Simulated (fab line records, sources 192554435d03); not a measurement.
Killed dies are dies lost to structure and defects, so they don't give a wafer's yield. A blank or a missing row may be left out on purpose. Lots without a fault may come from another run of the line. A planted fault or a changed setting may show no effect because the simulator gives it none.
Chamber matching | flow n5_finfet | N5_BEOL_M3_DESCUM_33 on rie_diel-06: 4 sister chambers
The step chemistry O2, time 7 s. 4 wafers are shown with their chamber, then 8 later ones without.

WAFERS WITH THEIR CHAMBER
wafer  | chamber | throttle_valve_pct (%)
L085.1 | 0       | 20.63
L085.3 | 3       | 20.66
L085.4 | 2       | 20.91
L088.1 | 1       | 20.08

WAFERS WITHOUT THEIR CHAMBER
wafer  | throttle_valve_pct (%)
L088.3 | 20.68
L088.4 | 20.64
L089.1 | 20.68
L089.3 | 20.91
L089.6 | 20.65
L091.1 | 20.67
L091.4 | 20.62
L091.6 | 20.08

WHICH CHAMBER EACH WENT THROUGH
wafer  | from the rows above     | in truth
L088.3 | 3                       | 3
L088.4 | can't be placed: 0 or 3 | 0
L089.1 | 3                       | 3
L089.3 | 2                       | 2
L089.6 | can't be placed: 3 or 0 | 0
L091.1 | 3                       | 3
L091.4 | 0                       | 0
L091.6 | 1                       | 1
Placed correctly: 6 of 8. Can't be placed from these rows: 2 (the true chamber is among the candidates in 2). Placed wrongly: 0.
How it was worked out, from the rows above alone: a wafer's distance from a chamber is the root of the sum, over the readings, of the square of ((its reading less the chamber's mean) divided by the reading's scatter). The wafer belongs to the nearest chamber; if the next one is less than 2 further off, it can't be placed. A chamber's mean is the mean of its shown wafers. The scatter: with one shown wafer a chamber, the root of the mean of the squares of how far each hidden wafer lies from its nearest shown one.
